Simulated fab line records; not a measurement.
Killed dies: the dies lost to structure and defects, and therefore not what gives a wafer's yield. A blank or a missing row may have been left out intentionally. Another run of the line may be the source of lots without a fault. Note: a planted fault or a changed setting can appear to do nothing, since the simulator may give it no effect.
Chamber matching | flow nandHarc | 4 sister chambers for NHARC_A_CHANNEL_FILL_D1_ALD_14 on aldHk-04
The step deposits SiO2, target thk 2.5 nm, pulse time 10 s, ald cycles 25. 24 wafers are shown with their chamber, then 12 later ones without.

WAFERS WITH THEIR CHAMBER
wafer  | chamber | heaterPowerW (W) | precursorPulseHeightRel
L075.3 | 3       | 426              | 1.045
L075.4 | 2       | 464              | 0.995
L075.6 | 3       | 422              | 1.013
L075.1 | 1       | 411              | 0.994
L075.2 | 0       | 395              | 0.983
L075.5 | 2       | 462              | 0.999
L074.1 | 2       | 483              | 0.980
L074.4 | 0       | 401              | 1.009
L074.6 | 2       | 465              | 1.026
L077.1 | 3       | 422              | 1.001
L077.2 | 2       | 472              | 0.998
L077.5 | 0       | 401              | 0.998
L079.1 | 3       | 423              | 1.044
L079.5 | 2       | 469              | 1.002
L079.6 | 3       | 425              | 1.005
L083.1 | 0       | 408              | 0.998
L083.2 | 3       | 454              | 0.992
L083.6 | 0       | 399              | 1.009
L084.3 | 2       | 474              | 0.999
L084.4 | 3       | 450              | 0.979
L084.5 | 1       | 413              | 1.033
L085.2 | 1       | 424              | 0.997
L085.4 | 2       | 473              | 0.995
L085.6 | 1       | 431              | 1.014

SIGNATURES (means of the wafers above)
reading                 | chamber 0 | chamber 1 | chamber 2 | chamber 3 | scatter within a chamber
heaterPowerW            | 400.80    | 419.75    | 470.25    | 431.71    | 9.62
precursorPulseHeightRel | 0.99940   | 1.00950   | 0.99925   | 1.01129   | 0.0178
Rule: distance of a wafer from a chamber = root of the sum over the readings of ((wafer's reading minus chamber's mean) / reading's scatter) squared. The wafer belongs to the nearest chamber; if the next one is less than 2 further off, it can't be placed. The scatter: take each reading less its chamber's mean, square it, sum over the shown wafers, divide by the number of wafers less the number of chambers, and take the root.

WAFERS MISSING THEIR CHAMBER
wafer  | heaterPowerW (W) | precursorPulseHeightRel
L086.3 | 469              | 0.979
L086.4 | 406              | 0.969
L086.6 | 460              | 0.977
L091.3 | 469              | 0.969
L091.5 | 450              | 0.985
L091.6 | 409              | 0.995
L092.1 | 414              | 1.031
L092.2 | 471              | 1.008
L092.5 | 466              | 0.969
L094.1 | 420              | 0.982
L094.2 | 462              | 1.008
L094.5 | 467              | 1.006

WHICH CHAMBER EACH ONE RAN IN
wafer  | from the rows above          | in truth
L086.3 | 2                            | 2
L086.4 | can't be placed: 0 or 1 or 3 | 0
L086.6 | can't be placed: 2 or 3      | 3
L091.3 | 2                            | 2
L091.5 | can't be placed: 2 or 3 or 1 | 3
L091.6 | can't be placed: 0 or 1 or 3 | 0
L092.1 | can't be placed: 1 or 3 or 0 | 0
L092.2 | 2                            | 2
L092.5 | 2                            | 2
L094.1 | can't be placed: 1 or 3 or 0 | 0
L094.2 | 2                            | 2
L094.5 | 2                            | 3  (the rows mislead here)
Correctly placed: 5 of 12. From these rows, 6 cannot be placed; in 6 the true chamber is one of the candidates. 1 placed wrongly.
